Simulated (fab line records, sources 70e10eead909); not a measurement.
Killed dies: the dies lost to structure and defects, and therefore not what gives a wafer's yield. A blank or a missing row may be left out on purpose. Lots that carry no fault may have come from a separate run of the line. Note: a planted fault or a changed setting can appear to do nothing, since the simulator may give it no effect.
Chamber matching | flow nand-harc | rie-diel-01 running NHARC_A_CHANNEL_HOLE_D2_ETCH_44: 4 sister chambers
The step etches the open film in CF4/O2, target depth 140 nm, overetch 14 nm, time 77 s. 17 wafers are shown with their chamber, then 8 later ones without.

## WAFERS, EACH WITH ITS CHAMBER
wafer  | chamber | drypump-motor-current-A (A) | rf-fwd-power-W (W) | oes-product-au (a.u.)
L144.2 | 3       | 5.4                         | 295.0              | 1.000
L144.4 | 1       | 5.3                         | 296.8              | 0.992
L144.6 | 3       | 5.4                         | 295.8              | 0.991
L147.2 | 1       | 5.4                         | 298.0              | 0.981
L147.3 | 3       | 5.4                         | 295.9              | 0.995
L147.4 | 2       | 5.8                         | 296.6              | 0.990
L148.1 | 1       | 5.4                         | 297.7              | 0.999
L148.2 | 3       | 5.4                         | 294.8              | 0.995
L148.6 | 0       | 5.1                         | 297.8              | 1.000
L150.1 | 1       | 5.3                         | 297.8              | 0.991
L150.2 | 3       | 5.4                         | 296.5              | 0.990
L150.4 | 2       | 5.8                         | 297.3              | 0.992
L151.1 | 2       | 5.8                         | 298.0              | 0.986
L151.5 | 3       | 5.4                         | 295.4              | 0.994
L151.6 | 0       | 5.1                         | 298.7              | 1.000
L157.2 | 2       | 5.7                         | 296.5              | 0.993
L157.3 | 3       | 5.4                         | 297.1              | 0.995

SIGNATURES (means of the wafers above)
reading                 | chamber 0 | chamber 1 | chamber 2 | chamber 3 | scatter within a chamber
drypump-motor-current-A | 5.100     | 5.350     | 5.775     | 5.400     | 0.0367
rf-fwd-power-W          | 298.250   | 297.575   | 297.100   | 295.786   | 0.718
oes-product-au          | 1.00000   | 0.99075   | 0.99025   | 0.99429   | 0.00445
Rule: a wafer lies at a distance from a chamber equal to the root of the sum of squares, over the readings, of (its reading less the chamber's mean, divided by the reading's scatter). The wafer belongs to the nearest chamber; if the next one is less than 2 further off, it can't be placed. The scatter: the root of (the sum of the squares of (reading less its chamber's mean) over the shown wafers, divided by (wafers less chambers)).

## WAFERS MISSING THEIR CHAMBER
wafer  | drypump-motor-current-A (A) | rf-fwd-power-W (W) | oes-product-au (a.u.)
L159.4 | 5.1                         | 300.0              | 0.991
L159.6 | 5.1                         | 298.5              | 0.985
L165.1 | 5.1                         | 299.3              | 1.004
L165.4 | 5.8                         | 296.7              | 1.002
L165.6 | 5.4                         | 298.5              | 0.986
L167.2 | 5.1                         | 298.0              | 1.003
L167.4 | 5.4                         | 296.3              | 1.000
L167.6 | 5.8                         | 298.2              | 1.007

## THE CHAMBER EACH PASSED THROUGH
wafer  | from the rows above     | in truth
L159.4 | 0                       | 0
L159.6 | 0                       | 0
L165.1 | 0                       | 0
L165.4 | 2                       | 2
L165.6 | 1                       | 1
L167.2 | 0                       | 0
L167.4 | can't be placed: 3 or 1 | 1
L167.6 | 2                       | 2
Placed correctly: 7 of 8. These rows do not allow placing 1 (true chamber among the candidates in 1). Placed wrongly: 0.
